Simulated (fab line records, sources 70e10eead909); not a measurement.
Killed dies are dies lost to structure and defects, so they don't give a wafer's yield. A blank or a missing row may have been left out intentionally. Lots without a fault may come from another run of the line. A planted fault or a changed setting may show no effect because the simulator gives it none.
fab line records	flow nandHarc
[record] lots = 24	wafers = 72	lastDay = 25
route steps=1159 shown A_STAIRCASE@566
lots that met no fault: from a run of the same line without faults
startH: the number of hours between the record's first day and the start of the first shown wafer of the lot	waitH: hours from the lot's prior step to this one	" the same as in the row above	L1.1+2: a single row standing in for several wafers	- either no value or no given start	* or withheld: withheld	< > ~ a bound
route shown NAME@n: names a module that has steps shown in the file, with the first one's number in the route	usual: mean/standard deviation taken from wafers without a fault	same: alike in all rows	chamber/n: place in a boat	sites: readings site by site	_std_site: standard deviation of those values	_edge_site: mean of outer sites minus mean of inner sites	radiusMm: for every site, how far away it sits from the centre of the wafer	mask NAME#n: copy n	behind: the most recent tool/chamber to have shaped the wafer	hold: what put the lot on hold/how long, in hours/how the hold closed	device: names the non-switching transistor (n, p or np)	end of line: the route-end tests of the same wafers	for a step that has no rows: nothing shown but its recipe	killed: at the first sort, the dies lost to defects and structure; wafer yield is something else	map: shows each die of a wafer: x if killed, . if not, _ if none is there
set.NAME: the run value of the setting; set.NAME@STEP: its run value at that earlier step	model.NAME: the simulator's own value behind a step, which no gauge read
route steps across a sampled set of lots; one table per step, one row per wafer
services: the hour from which a tool's chamber was out of use, counted from the record's first day as startH (under 0 if before that day), plus the number of hours and why
[[steps]]
[step NHARC_A_STAIRCASE_STRIP_175]
[recipe] powerW = 1500	tempC = 250	chemistry = O2
[usual] drypumpMotorCurrentA = 5.40/0.097	heaterPowerW = 314/12
lot.wafer	tool	chamber	startH	waitH	drypumpMotorCurrentA	heaterPowerW	rfHoursCounterH
L075.1	plasmaAsher-02	0	246.33	0.1	5.29	318	17
L075.3	"	0	"	"	5.29	306	-
L075.5	"	1	"	"	5.42	296	-
L074.2	plasmaAsher-02	1	246.70	0.1	5.46	302	17
L074.1	"	0	"	"	5.29	305	17
L074.3	"	0	"	"	5.30	304	-
L076.2	plasmaAsher-02	1	255.86	0.1	5.44	305	21
L076.4	"	1	"	"	5.39	294	-
L076.6	"	1	"	"	5.44	306	-
L077.2	plasmaAsher-02	0	257.43	0.1	5.29	300	22
L077.4	"	0	"	"	5.29	306	-
L077.5	"	1	"	"	5.43	310	-
L078.2	plasmaAsher-02	0	263.92	0.1	5.28	316	24
L078.4	"	1	"	"	5.42	298	-
L078.5	"	0	"	"	5.29	305	-
L081.1	plasmaAsher-02	0	276.31	0.1	5.29	306	27
L081.3	"	1	"	"	5.44	309	-
L081.5	"	0	"	"	5.30	305	-
L080.1	plasmaAsher-02	1	277.84	0.7	5.40	311	28
L080.6	"	1	"	"	5.43	306	-
L080.5	"	0	"	"	5.29	310	-
L084.2	plasmaAsher-01	0	285.30	2.6	5.57	326	0
L084.1	"	1	"	"	5.42	331	0
L084.5	"	1	"	"	5.42	331	-
L082.2	plasmaAsher-02	0	285.36	2.3	5.28	309	31
L082.4	"	1	"	"	5.46	304	-
L082.5	"	0	"	"	5.28	301	-
L083.1	plasmaAsher-02	1	290.92	0.1	5.42	302	33
L083.4	"	0	"	"	5.28	309	-
L083.6	"	1	"	"	5.46	299	-
L079.1	plasmaAsher-01	0	291.77	0.1	5.59	332	2
L079.2	"	1	"	"	5.40	330	2
L079.6	"	1	"	"	5.41	337	-
L086.1	plasmaAsher-01	1	306.47	0.1	5.45	325	8
L086.2	"	0	"	"	5.56	335	8
L086.4	"	1	"	"	5.45	342	-
L088.1	plasmaAsher-02	1	306.82	0.1	5.41	302	38
L088.3	"	1	"	"	5.38	306	-
L088.4	"	0	"	"	5.28	306	-
L087.2	plasmaAsher-02	1	314.54	0.1	5.40	312	42
L087.4	"	1	"	"	5.42	311	-
L087.3	"	0	"	"	5.30	307	-
L085.1	plasmaAsher-02	1	315.21	0.1	5.40	306	42
L085.3	"	0	"	"	5.29	313	-
L085.6	"	0	"	"	5.28	304	-
L089.2	plasmaAsher-02	1	328.73	0.1	5.43	314	47
L089.4	"	0	"	"	5.29	311	-
L089.5	"	0	"	"	5.29	307	-
L091.1	plasmaAsher-02	0	333.51	0.1	5.29	313	48
L091.4	"	0	"	"	5.28	308	-
L091.5	"	1	"	"	5.45	305	-
L090.2	plasmaAsher-01	0	335.65	0.1	5.60	326	18
L090.4	"	1	"	"	5.45	344	-
L090.5	"	1	"	"	5.45	326	-
L093.1	plasmaAsher-01	0	341.91	0.1	5.55	328	21
L093.3	"	1	"	"	5.42	334	-
L093.4	"	0	"	"	5.54	329	-
L092.1	plasmaAsher-02	1	342.49	0.1	5.39	301	51
L092.3	"	1	"	"	5.43	309	-
L092.5	"	0	"	"	5.30	311	-
L094.1	plasmaAsher-02	0	352.68	0.3	5.30	306	59
L094.2	"	1	"	"	5.42	306	59
L094.5	"	0	"	"	5.30	311	-
L095.2	plasmaAsher-01	1	353.32	0.1	5.44	329	22
L095.4	"	0	"	"	5.59	335	-
L095.6	"	0	"	"	5.53	322	-
L096.1	plasmaAsher-01	0	374.68	0.1	5.57	330	32
L096.2	"	1	"	"	5.43	331	32
L096.3	"	1	"	"	5.42	328	-
L097.2	plasmaAsher-02	1	386.06	0.1	5.41	320	3
L097.4	"	1	"	"	5.38	327	-
L097.6	"	0	"	"	5.28	332	-
[step NHARC_A_STAIRCASE_ETCH_190]
[recipe] targetDepthA = 1000	timeS = 40.5	ionEnergyEv = 400	c4f8FlowSccm = 20	o2FlowSccm = 10	arFlowSccm = withheld	rfW = 600	biasW = 1000	chemistry = C4F8/O2
[usual] oesProductAu = 0.939/0.011	rfVppV = 895/4.5
lot.wafer	tool	chamber	startH	waitH	oesProductAu	rfHoursCounterH	rfVppV
L075.1	rieDiel-13	1	-	-	0.934	47	895
L075.3	"	2	"	"	0.928	49	902
L075.5	"	0	"	"	0.940	-	891
L074.2	rieDiel-13	2	-	-	0.941	50	902
L074.1	"	3	"	"	0.936	50	893
L074.3	"	0	"	"	0.908	48	891
L076.2	rieDiel-13	0	-	-	0.937	52	891
L076.4	"	1	"	"	0.947	51	894
L076.6	"	3	"	"	0.942	-	893
L077.2	rieDiel-08	0	-	-	0.936	49	897
L077.4	"	1	"	"	0.942	-	888
L077.5	"	3	"	"	0.927	-	893
L078.2	rieDiel-08	3	-	-	0.925	52	894
L078.5	"	0	"	"	0.934	-	898
L078.4	"	1	"	"	0.945	-	888
L081.1	rieDiel-04	3	-	-	0.944	60	901
L081.3	"	1	"	"	0.937	55	902
L081.5	"	0	"	"	0.957	-	898
L080.1	rieDiel-08	0	-	-	0.932	59	898
L080.5	"	3	"	"	0.924	-	895
L080.6	"	0	"	"	0.922	-	898
L084.1	rieDiel-04	1	-	-	0.942	59	903
L084.2	"	0	"	"	0.930	61	898
L084.5	"	1	"	"	0.941	-	903
L082.4	rieDiel-13	3	-	-	0.935	1	893
L082.2	"	0	"	"	0.910	1	890
L082.5	"	1	"	"	0.934	-	893
L083.1	rieDiel-08	0	-	-	0.909	66	897
L083.6	"	0	"	"	0.921	-	897
L083.4	"	1	"	"	0.935	-	890
L079.2	rieDiel-13	1	-	-	0.939	5	896
L079.1	"	3	"	"	0.936	4	892
L079.6	"	1	"	"	0.938	-	893
L086.2	rieDiel-04	1	-	-	0.943	4	902
L086.4	"	3	"	"	0.941	3	901
L086.1	"	0	"	"	0.925	4	897
L088.1	rieDiel-13	0	-	-	0.931	11	891
L088.3	"	2	"	"	0.936	10	902
L088.4	"	3	"	"	0.934	11	892
L085.3	rieDiel-08	0	-	-	0.933	3	897
L085.1	"	1	"	"	0.954	3	889
L085.6	"	1	"	"	0.958	-	887
L087.4	rieDiel-13	2	-	-	0.956	15	902
L087.3	"	3	"	"	0.946	16	892
L087.2	"	0	"	"	0.933	16	891
L089.2	rieDiel-04	0	-	-	0.950	14	897
L089.4	"	2	"	"	0.917	14	889
L089.5	"	0	"	"	0.929	-	895
L091.4	rieDiel-13	0	-	-	0.926	21	891
L091.1	"	2	"	"	0.935	22	900
L091.5	"	1	"	"	0.939	-	895
L090.2	rieDiel-13	1	-	-	0.946	22	893
L090.4	"	2	"	"	0.950	23	900
L090.5	"	2	"	"	0.961	-	900
L093.1	rieDiel-13	1	-	-	0.940	25	892
L093.4	"	2	"	"	0.965	25	900
L093.3	"	0	"	"	0.946	24	889
L092.1	rieDiel-04	1	-	-	0.944	19	901
L092.3	"	2	"	"	0.941	18	890
L092.5	"	2	"	"	0.945	-	891
L094.1	rieDiel-13	2	-	-	0.942	31	899
L094.2	"	1	"	"	0.943	30	894
L094.5	"	3	"	"	0.947	-	892
L095.4	rieDiel-08	1	-	-	0.943	17	888
L095.2	"	0	"	"	0.937	17	895
L095.6	"	1	"	"	0.950	-	887
L096.2	rieDiel-08	0	-	-	0.949	25	897
L096.1	"	2	"	"	0.960	16	898
L096.3	"	3	"	"	0.961	25	893
L097.4	rieDiel-04	3	-	-	0.933	31	900
L097.2	"	1	"	"	0.912	36	902
L097.6	"	3	"	"	0.937	-	900
[step NHARC_A_STAIRCASE_ETCH_197]
[recipe] targetDepthA = 1000	timeS = 40.5	ionEnergyEv = 400	c4f8FlowSccm = 20	o2FlowSccm = 10	arFlowSccm = withheld	rfW = 600	biasW = 1000	chemistry = C4F8/O2
[usual] oesProductAu = 0.946/0.021	rfVppV = 896/4.6
lot.wafer	tool	chamber	startH	waitH	oesProductAu	rfHoursCounterH	rfVppV
L075.3	rieDiel-04	2	249.26	-	1.009	46	891
L075.1	"	3	"	"	0.984	47	902
L075.5	"	0	"	"	0.996	-	897
L074.3	rieDiel-08	3	-	-	0.949	44	895
L074.2	"	0	"	"	0.954	45	897
L074.1	"	1	"	"	0.961	44	891
L076.4	rieDiel-13	3	-	-	0.954	55	892
L076.2	"	0	"	"	0.931	52	891
L076.6	"	3	"	"	0.964	-	893
L077.2	rieDiel-13	1	-	-	0.935	52	893
L077.4	"	2	"	"	0.927	55	901
L077.5	"	1	"	"	0.927	-	894
L078.2	rieDiel-04	2	-	-	0.959	54	891
L078.4	"	1	"	"	0.975	51	903
L078.5	"	2	"	"	0.958	-	891
L081.1	rieDiel-04	1	-	-	0.922	56	901
L081.3	"	3	"	"	0.932	60	902
L081.5	"	1	"	"	0.925	-	902
L080.1	rieDiel-08	0	-	-	0.924	61	898
L080.5	"	1	"	"	0.937	-	889
L080.6	"	3	"	"	0.928	-	895
L084.1	rieDiel-13	3	-	-	0.956	1	894
L084.2	"	1	"	"	0.958	1	895
L084.5	"	0	"	"	0.948	-	890
L082.2	rieDiel-13	1	-	-	0.925	1	893
L082.4	"	3	"	"	0.938	1	893
L082.5	"	0	"	"	0.927	-	890
L083.1	rieDiel-13	1	-	-	0.934	6	893
L083.4	"	2	"	"	0.934	5	900
L083.6	"	0	"	"	0.925	-	890
L079.2	rieDiel-13	3	-	-	0.921	5	892
L079.1	"	1	"	"	0.943	6	893
L079.6	"	2	"	"	0.934	-	899
L086.1	rieDiel-04	3	-	-	0.912	4	903
L086.2	"	0	"	"	0.908	5	896
L086.4	"	1	"	"	0.934	5	903
L088.4	rieDiel-13	2	-	-	0.937	11	899
L088.3	"	0	"	"	0.938	13	890
L088.1	"	1	"	"	0.954	12	892
L085.1	rieDiel-08	3	-	-	0.939	3	893
L085.3	"	0	"	"	0.927	3	897
L085.6	"	0	"	"	0.921	-	897
L087.2	rieDiel-04	0	-	-	0.945	11	896
L087.3	"	1	"	"	0.970	12	903
L087.4	"	2	"	"	0.973	10	889
L089.4	rieDiel-04	1	-	-	0.939	16	901
L089.2	"	2	"	"	0.937	15	889
L089.5	"	1	"	"	0.937	-	901
L091.4	rieDiel-04	2	-	-	0.951	16	889
L091.1	"	0	"	"	0.981	16	899
L091.5	"	1	"	"	0.953	-	902
L090.2	rieDiel-08	0	-	-	0.974	10	896
L090.4	"	2	"	"	0.964	1	900
L090.5	"	0	"	"	0.966	-	896
L093.1	rieDiel-13	1	-	-	0.950	25	892
L093.4	"	2	"	"	0.948	26	900
L093.3	"	3	"	"	0.930	25	893
L092.3	rieDiel-04	0	-	-	0.934	18	897
L092.1	"	1	"	"	0.953	20	903
L092.5	"	0	"	"	0.935	-	897
L094.2	rieDiel-04	1	-	-	0.976	24	900
L094.1	"	0	"	"	0.949	21	896
L094.5	"	1	"	"	0.971	-	903
L095.2	rieDiel-13	2	-	-	0.952	31	901
L095.4	"	0	"	"	0.972	30	891
L095.6	"	1	"	"	0.979	-	892
L096.1	rieDiel-08	0	-	-	0.939	25	898
L096.2	"	1	"	"	0.962	25	886
L096.3	"	3	"	"	0.947	25	894
L097.4	rieDiel-04	3	-	-	0.919	31	899
L097.2	"	0	"	"	0.915	32	895
L097.6	"	3	"	"	0.924	-	901
[step NHARC_A_STAIRCASE_TRIM_220]
[recipe] timeS = 211.2	o2FlowSccm = 500	arFlowSccm = 0	biasW = 0	chemistry = O2
[usual] drypumpMotorCurrentA = 5.8/0.34	oesProductAu = 0.997/0.0091	rfVppV = 57.7/0.93	showerheadPlenumPTorr = 3.52/0.12	throttleValvePct = 17.038/0.009
lot.wafer	tool	chamber	startH	waitH	drypumpMotorCurrentA	oesProductAu	rfHoursCounterH	rfVppV	showerheadPlenumPTorr	throttleValvePct
L075.1	rieDiel-04	0	251.84	0.1	6.1	1.008	44	58.1	3.57	17.047
L075.3	"	1	"	"	5.5	0.991	44	57.6	3.71	17.048
L075.5	"	0	"	"	6.1	0.986	-	57.6	3.57	17.026
L074.1	rieDiel-13	2	253.63	0.2	5.6	0.997	53	56.4	3.66	17.033
L074.3	"	3	"	"	5.6	1.013	54	57.9	3.46	17.031
L074.2	"	0	"	"	5.5	0.989	50	58.2	3.38	17.029
L076.2	rieDiel-04	0	261.25	0.1	6.1	0.990	49	57.4	3.57	17.031
L076.4	"	2	"	"	5.4	0.995	51	57.1	3.37	17.037
L076.6	"	0	"	"	6.1	0.983	-	59.0	3.57	17.043
L077.4	rieDiel-13	3	262.80	0.1	5.6	1.012	57	58.5	3.45	17.032
L077.2	"	2	"	"	5.6	1.007	56	57.1	3.66	17.032
L077.5	"	3	"	"	5.6	1.002	-	57.7	3.45	17.027
L078.4	rieDiel-04	1	271.60	0.1	5.5	0.989	51	56.9	3.71	17.045
L078.2	"	0	"	"	6.1	0.988	52	59.1	3.57	17.040
L078.5	"	1	"	"	5.5	0.986	-	58.6	3.71	17.038
L081.3	rieDiel-04	0	282.73	0.1	6.1	0.986	59	58.6	3.56	17.029
L081.1	"	3	"	"	6.1	0.983	62	58.2	3.66	17.043
L081.5	"	0	"	"	6.1	0.987	-	57.0	3.56	17.042
L080.1	rieDiel-04	0	287.53	0.1	6.1	0.989	61	56.2	3.56	17.048
L080.6	"	0	"	"	6.1	0.999	-	56.9	3.56	17.042
L080.5	"	1	"	"	5.5	1.002	-	57.6	3.71	17.037
L084.2	rieDiel-08	3	292.66	0.1	5.8	0.987	64	57.5	3.47	17.039
L084.1	"	0	"	"	6.3	0.994	65	58.5	3.56	17.033
L084.5	"	3	"	"	5.8	0.993	-	56.9	3.47	17.042
L082.2	rieDiel-08	1	293.37	0.3	6.3	1.004	65	57.2	3.34	17.044
L082.5	"	3	"	"	5.8	0.996	-	57.8	3.47	17.038
L082.4	"	1	"	"	6.3	0.997	-	59.1	3.34	17.026
L083.4	rieDiel-13	0	298.27	0.1	5.5	0.995	7	56.3	3.37	17.027
L083.1	"	2	"	"	5.7	1.006	7	56.9	3.65	17.047
L083.6	"	3	"	"	5.6	1.000	-	57.2	3.45	17.036
L079.1	rieDiel-13	3	298.62	0.1	5.6	1.007	7	56.3	3.45	17.034
L079.2	"	0	"	"	5.5	0.986	8	57.3	3.37	17.049
L079.6	"	0	"	"	5.5	0.984	-	57.8	3.37	17.039
L088.3	rieDiel-13	1	313.27	0.1	5.2	1.008	13	56.3	3.45	17.038
L088.4	"	2	"	"	5.7	0.998	12	59.1	3.65	17.056
L088.1	"	0	"	"	5.5	0.997	13	56.4	3.37	17.044
L086.2	rieDiel-04	0	315.79	0.1	6.1	0.996	8	59.3	3.56	17.060
L086.1	"	1	"	"	5.5	0.997	10	59.6	3.70	17.037
L086.4	"	2	"	"	5.4	0.994	9	57.5	3.36	17.043
L087.2	rieDiel-04	3	321.35	0.1	6.1	1.003	10	57.8	3.65	17.021
L087.4	"	0	"	"	6.1	0.990	12	58.7	3.55	17.036
L087.3	"	1	"	"	5.5	1.013	12	59.5	3.70	17.043
L085.3	rieDiel-08	1	321.74	0.1	6.2	1.020	5	57.9	3.33	17.035
L085.1	"	0	"	"	6.2	0.996	5	57.6	3.55	17.031
L085.6	"	0	"	"	6.3	0.991	-	58.0	3.55	17.034
L089.4	rieDiel-04	0	335.05	0.1	6.1	0.986	15	57.7	3.55	17.046
L089.2	"	1	"	"	5.5	1.004	17	57.9	3.70	17.050
L089.5	"	0	"	"	6.1	0.997	-	58.5	3.55	17.041
L091.1	rieDiel-04	0	339.01	0.1	6.1	0.990	16	56.9	3.55	17.046
L091.4	"	1	"	"	5.5	1.005	18	59.3	3.69	17.046
L091.5	"	0	"	"	6.1	0.981	-	56.7	3.55	17.046
L090.4	rieDiel-13	2	340.93	0.1	5.6	1.000	24	58.1	3.64	17.044
L090.2	"	0	"	"	5.5	0.999	23	57.0	3.36	17.049
L090.5	"	3	"	"	5.6	0.998	-	57.3	3.44	17.043
L092.3	rieDiel-08	0	348.09	0.1	6.3	0.998	13	56.9	3.55	17.033
L092.1	"	1	"	"	6.2	1.016	13	57.3	3.33	17.041
L092.5	"	1	"	"	6.2	1.020	-	57.7	3.33	17.031
L093.1	rieDiel-13	2	348.53	1.5	5.7	0.999	27	58.8	3.64	17.044
L093.4	"	3	"	"	5.6	0.991	27	56.6	3.44	17.045
L093.3	"	0	"	"	5.5	1.000	27	57.4	3.36	17.041
L095.2	rieDiel-13	0	359.80	0.1	5.5	1.000	32	57.2	3.36	17.034
L095.4	"	1	"	"	5.2	1.002	32	57.9	3.44	17.027
L095.6	"	2	"	"	5.6	0.998	-	56.9	3.64	17.025
L094.1	rieDiel-04	2	359.85	1.6	5.4	1.007	26	56.9	3.35	17.038
L094.2	"	3	"	"	6.0	0.992	22	58.7	3.65	17.036
L094.5	"	2	"	"	5.4	1.000	-	56.4	3.35	17.033
L096.1	rieDiel-08	1	379.75	0.1	6.2	1.020	25	58.0	3.32	17.036
L096.2	"	2	"	"	5.5	1.008	17	58.3	3.59	17.033
L096.3	"	3	"	"	5.8	1.002	26	56.8	3.46	17.029
L097.2	rieDiel-04	2	392.80	0.1	5.4	0.988	37	56.2	3.35	17.026
L097.4	"	1	"	"	5.5	0.985	38	58.9	3.68	17.045
L097.6	"	2	"	"	5.4	1.001	-	56.6	3.35	17.027
[step NHARC_A_STAIRCASE_TRIM_226]
[recipe] timeS = 211.2	o2FlowSccm = 500	arFlowSccm = 0	biasW = 0	chemistry = O2
[usual] drypumpMotorCurrentA = 5.8/0.35	oesProductAu = 0.998/0.011	rfVppV = 57.7/0.9	showerheadPlenumPTorr = 3.51/0.13	throttleValvePct = 17.037/0.0086
lot.wafer	tool	chamber	startH	waitH	drypumpMotorCurrentA	oesProductAu	rfHoursCounterH	rfVppV	showerheadPlenumPTorr	throttleValvePct
L075.3	rieDiel-04	3	-	-	6.1	0.993	50	58.9	3.67	17.018
L075.1	"	1	"	"	5.5	0.997	45	58.6	3.71	17.034
L075.5	"	3	"	"	6.1	0.993	-	56.7	3.67	17.044
L074.3	rieDiel-13	3	-	-	5.6	0.999	54	57.4	3.46	17.039
L074.2	"	1	"	"	5.2	1.013	50	56.3	3.46	17.024
L074.1	"	2	"	"	5.7	0.998	54	58.8	3.66	17.029
L076.4	rieDiel-04	3	-	-	6.1	0.982	53	58.9	3.67	17.022
L076.2	"	1	"	"	5.5	0.982	48	59.5	3.71	17.047
L076.6	"	0	"	"	6.1	1.005	-	56.5	3.57	17.042
L077.2	rieDiel-13	1	-	-	5.2	1.019	53	56.9	3.46	17.043
L077.4	"	2	"	"	5.7	1.013	56	59.1	3.66	17.025
L077.5	"	2	"	"	5.7	1.007	-	57.3	3.66	17.035
L078.4	rieDiel-04	1	-	-	5.5	0.987	52	58.3	3.71	17.048
L078.2	"	3	"	"	6.1	0.996	57	58.2	3.67	17.029
L078.5	"	0	"	"	6.1	0.997	-	58.8	3.57	17.036
L081.1	rieDiel-04	2	-	-	5.4	0.982	60	57.0	3.37	17.025
L081.3	"	3	"	"	6.1	0.986	63	58.8	3.66	17.041
L081.5	"	3	"	"	6.1	0.989	-	58.7	3.66	17.041
L080.1	rieDiel-04	1	-	-	5.5	0.979	60	57.7	3.71	17.033
L080.5	"	2	"	"	5.4	0.989	-	58.6	3.37	17.022
L080.6	"	3	"	"	6.1	0.985	-	58.1	3.66	17.038
L084.1	rieDiel-08	3	-	-	5.8	0.994	66	57.5	3.47	17.044
L084.2	"	1	"	"	6.2	0.995	66	56.9	3.34	17.040
L084.5	"	1	"	"	6.2	1.004	-	58.7	3.34	17.055
L082.2	rieDiel-08	3	-	-	5.8	0.997	68	57.4	3.47	17.050
L082.5	"	0	"	"	6.3	0.997	-	58.6	3.55	17.055
L082.4	"	1	"	"	6.3	1.017	-	58.0	3.33	17.045
L083.4	rieDiel-13	3	-	-	5.6	0.991	7	59.2	3.45	17.028
L083.1	"	2	"	"	5.6	1.000	7	56.7	3.65	17.048
L083.6	"	3	"	"	5.6	0.987	-	58.1	3.45	17.044
L079.1	rieDiel-13	1	-	-	5.2	0.999	8	57.3	3.46	17.035
L079.2	"	3	"	"	5.6	0.998	8	56.5	3.45	17.041
L079.6	"	1	"	"	5.2	1.004	-	57.0	3.46	17.026
L088.3	rieDiel-13	1	-	-	5.2	1.008	13	57.5	3.45	17.036
L088.1	"	3	"	"	5.6	1.001	13	56.2	3.44	17.030
L088.4	"	0	"	"	5.5	0.995	14	57.9	3.37	17.033
L086.4	rieDiel-04	1	-	-	5.5	1.016	12	56.0	3.70	17.029
L086.1	"	2	"	"	5.4	0.996	10	56.6	3.36	17.040
L086.2	"	3	"	"	6.1	0.989	10	58.5	3.65	17.048
L087.2	rieDiel-04	3	-	-	6.1	0.995	11	59.0	3.65	17.020
L087.3	"	1	"	"	5.5	1.010	13	58.4	3.70	17.036
L087.4	"	2	"	"	5.4	0.990	11	57.2	3.36	17.049
L085.3	rieDiel-08	1	-	-	6.3	1.012	6	57.3	3.33	17.042
L085.1	"	3	"	"	5.8	1.016	6	57.5	3.47	17.037
L085.6	"	0	"	"	6.3	0.986	-	57.9	3.55	17.036
L089.2	rieDiel-04	3	-	-	6.1	0.987	14	58.3	3.65	17.048
L089.4	"	0	"	"	6.1	0.977	16	58.0	3.55	17.032
L089.5	"	3	"	"	6.1	0.985	-	58.1	3.65	17.043
L091.1	rieDiel-04	3	-	-	6.0	0.982	15	58.0	3.65	17.040
L091.4	"	0	"	"	6.1	0.974	17	58.5	3.55	17.023
L091.5	"	2	"	"	5.4	0.986	-	56.3	3.36	17.042
L090.2	rieDiel-13	1	-	-	5.2	1.005	24	57.4	3.45	17.034
L090.4	"	3	"	"	5.6	0.992	24	59.1	3.44	17.040
L090.5	"	1	"	"	5.2	1.006	-	58.8	3.45	17.052
L092.3	rieDiel-08	1	-	-	6.3	1.022	14	58.4	3.33	17.037
L092.1	"	3	"	"	5.8	1.003	14	58.3	3.46	17.020
L092.5	"	0	"	"	6.3	1.000	-	58.4	3.54	17.020
L093.4	rieDiel-13	3	-	-	5.6	0.986	28	56.1	3.44	17.046
L093.3	"	0	"	"	5.5	0.996	27	57.6	3.36	17.029
L093.1	"	2	"	"	5.6	1.000	28	58.9	3.64	17.041
L095.2	rieDiel-13	3	-	-	5.7	0.996	33	56.0	3.43	17.032
L095.4	"	1	"	"	5.2	1.011	33	58.0	3.44	17.043
L095.6	"	0	"	"	5.5	1.007	-	58.6	3.36	17.036
L094.1	rieDiel-04	1	-	-	5.5	0.998	28	56.8	3.69	17.036
L094.2	"	2	"	"	5.4	0.997	27	57.5	3.35	17.029
L094.5	"	3	"	"	6.1	0.991	-	58.4	3.65	17.033
L096.1	rieDiel-08	0	-	-	6.3	0.981	26	57.1	3.54	17.026
L096.3	"	2	"	"	5.5	1.015	17	57.0	3.59	17.041
L096.2	"	3	"	"	5.8	1.000	26	57.3	3.46	17.022
L097.4	rieDiel-04	1	-	-	5.5	0.988	38	57.9	3.68	17.033
L097.2	"	0	"	"	6.1	0.987	34	58.1	3.54	17.049
L097.6	"	2	"	"	5.4	1.003	-	56.7	3.35	17.020
[step NHARC_A_STAIRCASE_ETCH_230]
[recipe] targetDepthA = 1000	timeS = 40.5	ionEnergyEv = 400	c4f8FlowSccm = 20	o2FlowSccm = 10	arFlowSccm = withheld	rfW = 600	biasW = 1000	chemistry = C4F8/O2
[usual] oesProductAu = 0.938/0.014	rfVppV = 895/4.4
lot.wafer	tool	chamber	startH	waitH	oesProductAu	rfHoursCounterH	rfVppV
L075.1	rieDiel-13	2	-	-	0.931	54	900
L075.3	"	3	"	"	0.939	54	893
L075.5	"	3	"	"	0.930	-	893
L074.2	rieDiel-08	0	-	-	0.949	48	897
L074.1	"	1	"	"	0.962	47	889
L074.3	"	3	"	"	0.928	47	894
L076.2	rieDiel-04	3	-	-	0.930	53	901
L076.4	"	0	"	"	0.932	49	899
L076.6	"	0	"	"	0.930	-	896
L077.2	rieDiel-08	0	-	-	0.965	51	898
L077.4	"	1	"	"	0.957	-	889
L077.5	"	3	"	"	0.960	-	896
L078.2	rieDiel-13	3	-	-	0.938	60	893
L078.5	"	0	"	"	0.912	-	891
L078.4	"	3	"	"	0.943	-	895
L081.1	rieDiel-04	0	-	-	0.948	60	898
L081.3	"	2	"	"	0.932	60	890
L081.5	"	3	"	"	0.934	-	903
L080.1	rieDiel-08	1	-	-	0.938	63	889
L080.6	"	0	"	"	0.921	-	898
L080.5	"	1	"	"	0.945	-	889
L084.1	rieDiel-13	2	-	-	0.942	5	900
L084.2	"	3	"	"	0.939	5	894
L084.5	"	1	"	"	0.953	-	894
L082.2	rieDiel-08	0	-	-	0.920	69	895
L082.4	"	3	"	"	0.918	-	894
L082.5	"	1	"	"	0.937	-	888
L083.1	rieDiel-04	2	-	-	0.949	0	888
L083.4	"	0	"	"	0.939	0	898
L083.6	"	2	"	"	0.951	-	892
L079.2	rieDiel-04	0	-	-	0.925	0	898
L079.1	"	1	"	"	0.952	0	902
L079.6	"	0	"	"	0.931	-	898
L088.1	rieDiel-04	2	-	-	0.966	8	889
L088.3	"	0	"	"	0.969	8	897
L088.4	"	1	"	"	0.957	10	901
L086.2	rieDiel-13	0	-	-	0.917	16	892
L086.1	"	2	"	"	0.938	15	900
L086.4	"	3	"	"	0.921	16	893
L087.3	rieDiel-04	0	-	-	0.931	12	896
L087.2	"	1	"	"	0.953	13	901
L087.4	"	3	"	"	0.945	11	900
L085.3	rieDiel-08	3	-	-	0.959	6	895
L085.1	"	0	"	"	0.938	6	898
L085.6	"	0	"	"	0.934	-	898
L089.4	rieDiel-08	3	-	-	0.933	9	894
L089.2	"	1	"	"	0.934	9	888
L089.5	"	0	"	"	0.926	-	898
L091.1	rieDiel-04	1	-	-	0.951	18	902
L091.4	"	2	"	"	0.944	17	889
L091.5	"	0	"	"	0.932	-	896
L090.2	rieDiel-13	2	-	-	0.948	25	900
L090.4	"	3	"	"	0.941	24	893
L090.5	"	0	"	"	0.949	-	889
L092.3	rieDiel-08	2	-	-	0.950	6	897
L092.1	"	3	"	"	0.941	14	894
L092.5	"	1	"	"	0.951	-	888
L093.3	rieDiel-13	3	-	-	0.938	28	894
L093.4	"	0	"	"	0.944	28	890
L093.1	"	1	"	"	0.956	28	895
L095.2	rieDiel-13	1	-	-	0.934	33	894
L095.4	"	2	"	"	0.940	33	901
L095.6	"	1	"	"	0.946	-	893
L094.2	rieDiel-04	3	-	-	0.914	24	899
L094.1	"	0	"	"	0.907	24	897
L094.5	"	2	"	"	0.937	-	891
L096.3	rieDiel-04	0	-	-	0.909	29	897
L096.1	"	2	"	"	0.915	33	890
L096.2	"	3	"	"	0.917	29	902
L097.2	rieDiel-04	0	-	-	0.926	34	895
L097.4	"	1	"	"	0.921	38	902
L097.6	"	3	"	"	0.928	-	899
[[services]]
tool	chamber	startH	hours	kind
rieDiel-04	2	222.48	4.4	repair
rieDiel-13	0	229.30	3.6	repair
rieDiel-13	-	237.17	0.5	repair
rieDiel-04	0	244.90	-	clean
rieDiel-04	1	244.90	-	clean
rieDiel-04	2	244.90	-	clean
rieDiel-04	3	244.90	-	clean
rieDiel-13	1	268.75	6.3	repair
rieDiel-04	0	269.40	-	clean
rieDiel-04	1	269.40	-	clean
rieDiel-04	2	269.40	-	clean
rieDiel-04	3	269.40	-	clean
plasmaAsher-02	-	270.20	1.7	repair
plasmaAsher-01	-	276.30	9.0	pm
rieDiel-13	-	276.66	9.0	pm
plasmaAsher-02	-	282.42	2.9	repair
rieDiel-04	-	289.96	9.0	pm
rieDiel-04	0	289.96	9.0	ventCycle
rieDiel-04	1	289.96	9.0	ventCycle
rieDiel-04	2	289.96	9.0	ventCycle
rieDiel-04	3	289.96	9.0	ventCycle
rieDiel-08	-	301.84	9.0	pm
plasmaAsher-02	-	357.98	4.5	repair
plasmaAsher-02	-	362.52	9.0	pm
[[key]]
fault none
